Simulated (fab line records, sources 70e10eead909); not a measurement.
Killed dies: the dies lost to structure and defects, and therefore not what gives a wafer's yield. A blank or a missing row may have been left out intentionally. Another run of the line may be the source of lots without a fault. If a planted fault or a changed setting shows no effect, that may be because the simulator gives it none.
Code-filled problem report in 8D (eight disciplines) form -- flow nand harc -- the parts of the form that need people (team, actions taken, sign-off) are left out

## 1. WHAT IS WRONG
cd nm at NHARC_P_GATE_CD_MEAS_59 reads a mean of 745.1 nm on 4 wafers of 2 lots; wafers without a fault read 718.7 nm with a standard deviation of 1.7. Relative to the usual mean, that is a shift of +16 standard deviations.
The step: target cd 720 nm.
Earliest sighting: wafer L167.1 on cd sem-02 at day 12 11:34. Wafers with a number at this step in the record: 35, from 12 lots. The rule behind "out" and "out of limits": a value lying over 4 standard deviations away from the usual mean. The other wafers with a number count as sound.

## 2. WHAT THIS IS AND IS NOT
question,is,is not
which readings at this step,cd nm,-
which lots,"L167, L170","L152, L153, L155, L158, L159, L160, L163, L166, L173, L174"
which wafers of those lots,"L167.1, L167.2, L170.1, L170.2",L170.5
read on which gauges,"cd sem-02, cd sem-03",cd sem-01
when,from day 12 11:34,"up to then (24 sound wafers); but 7 sound wafers of L170, L173, L174 came after"

## 3. THE SUSPECTS, EACH WITH WHAT RULES IT OUT
Counting: if a tool at a process step up to the reading ran every lot that is out, it stays a suspect. Sound lots after the first of them don't rule it out here, since some wafers of a struck lot are sound.
- the gauge at NHARC_P_GATE_CD_MEAS_59 has been ruled out. Those wafers that are out were read across 2 gauges (cd sem-02, cd sem-03).
- krf scanner-02 at NHARC_P_GATE_EXPOSE_56 (exposes mask P PSD, target cd 720 nm): kept. Ran every lot that is out, first one L167 (day 12 11:24); last sound lot up to then L166 (day 11 14:56).
After counting, what remains is krf scanner-02 at NHARC_P_GATE_EXPOSE_56.

## 4. THE CAUSE (what the simulator had put in)
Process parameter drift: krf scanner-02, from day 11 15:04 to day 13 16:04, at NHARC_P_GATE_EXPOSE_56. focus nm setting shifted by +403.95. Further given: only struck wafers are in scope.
Only this tool survived the counting.

## 5. THE CHAIN OF EFFECTS, in route order
One row per reading whose mean, taken over the struck wafers that have a number, lies over 3 standard deviations from the usual. Readings are gone through only where the record gives a usual standard deviation; hours: the median, over the lots, of the time from a lot's start at the first step in this table giving one to that lot's start at this step; sigmas: the change measured in usual standard deviations.
hours,step,reading,usual,on struck wafers,change,sigmas
0,NHARC_P_GATE_CD_MEAS_59,cd nm,718.7 nm,745.1,+26.4,+16
At these later measuring or inspecting steps, every struck wafer for which the step has a row has a number for every such reading, and none has moved that far: NHARC_P_GATE_CD_MEAS_91.

## 6. WHAT WOULD HAVE CAUGHT IT SOONER
In this record the first reading out of limits at a measuring or inspecting step was taken at day 12 11:34, 20 hours after the fault began at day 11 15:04.
Of the lots that are out (2), L170 began NHARC_P_GATE_EXPOSE_56 on krf scanner-02 after day 12 11:34. Holding the tool at that time would have saved it.
